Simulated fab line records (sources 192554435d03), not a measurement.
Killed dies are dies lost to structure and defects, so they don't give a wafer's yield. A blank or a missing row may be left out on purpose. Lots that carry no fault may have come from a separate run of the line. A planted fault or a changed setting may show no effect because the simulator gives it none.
Which tool did it? ; flow n5 finfet ; 12 lots, 36 wafers sampled, at 4 steps of a route of 1938

WHAT THE GAUGES SHOWED, per wafer
N5_BEOL_M6_INSPECT_30: inspects for defects (brightfield).
lot;measured;on;raw defect count
L075;day 8 10:37;defect inspect-01;402 427 481
L077;day 9 01:37;defect inspect-01;358 349 416
L079;day 9 13:14;defect inspect-01;458 460 512
L081;day 10 04:53;defect inspect-02;368 509 558
L082;day 10 11:24;defect inspect-01;370 405 500
L085;day 10 22:11;defect inspect-02;384 348 466
L087;day 11 17:16;defect inspect-02;306 307 354
L088;day 11 22:19;defect inspect-02;400 502 602
L089;day 12 09:34;defect inspect-02;540 418 486
L093;day 12 20:36;defect inspect-02;258 350 288
L095;day 13 08:07;defect inspect-01;488 301 414
L097;day 14 11:40;defect inspect-01;345 268 420

TOOL THAT RAN EACH LOT (tool first, then ch and the chambers of the sampled wafers, then the start)
lot;N5_BEOL_M5_VIA_ETCH_34;N5_BEOL_M6_HM_DEP_02;N5_BEOL_M6_STRIP_67
L075;rie diel-01 ch 0,1,3, day 7 20:33;pvd sputter-02, day 8 07:01;rie diel-02 ch 0,2, day 8 08:06
L077;rie diel-05 ch 1,2, day 8 15:13;pvd sputter-02, day 8 23:52;rie diel-04 ch 0,3, day 9 00:43
L079;rie diel-05 ch 0,1,2, day 9 01:51;pvd sputter-02, day 9 11:46;rie diel-04 ch 0,1,2, day 9 12:35
L081;rie diel-05 ch 0,2,3, day 9 15:59;pvd sputter-03, day 10 02:06;rie diel-06 ch 0,1, day 10 03:01
L082;rie diel-05 ch 0,1,3, day 9 21:44;pvd sputter-03, day 10 08:52;rie diel-04 ch 0,2,3, day 10 10:31
L085;rie diel-05 ch 0,1,3, day 10 10:10;pvd sputter-02, day 10 19:47;rie diel-06 ch 0,2,3, day 10 21:22
L087;rie diel-01 ch 0,3, day 11 01:11;pvd sputter-01, day 11 12:21;rie diel-04 ch 0,1,2, day 11 13:50
L088;rie diel-01 ch 1,2,3, day 11 11:20;pvd sputter-03, day 11 19:52;rie diel-04 ch 0,2,3, day 11 20:57
L089;rie diel-03 ch 0,1, day 11 20:41;pvd sputter-01, day 12 07:52;rie diel-04 ch 0,1,2, day 12 08:49
L093;rie diel-03 ch 0,2,3, day 12 09:10;pvd sputter-02, day 12 19:04;rie diel-02 ch 1,2,3, day 12 19:56
L095;rie diel-05 ch 0,1,3, day 12 21:23;pvd sputter-02, day 13 06:28;rie diel-06 ch 1,2,3, day 13 07:11
L097;rie diel-03 ch 0,1,3, day 14 02:00;pvd sputter-02, day 14 10:21;rie diel-04 ch 0,1,2, day 14 11:03
- N5_BEOL_M5_VIA_ETCH_34: etches SiCOH lowk in C4F6/O2, target depth 88.3 nm, time 39.2 s.
- N5_BEOL_M6_HM_DEP_02: deposits TiN, target thk 20 nm.
- N5_BEOL_M6_STRIP_67: strips in CF4.

THE ANSWER, worked out from the rows above alone
Rule: the lots themselves supply what counts as usual. The widest of any qualifying gaps counts: lots, ordered by their means at a reading, are off when they make up no more than a third of the lots, leave a main group of 4 or more, and stand apart from it by 3 or more times the standard deviation of that group's means. A main group whose means are all the same, to the digits that the tables above print for the reading, isn't used. Also off: a lot with no number at a reading for which 4 or more lots have one. The other lots that the step has rows for count as sound.
No lot is off on any of the readings shown, so nothing can be concluded from this.

WHAT THE SIMULATOR HAD PUT IN
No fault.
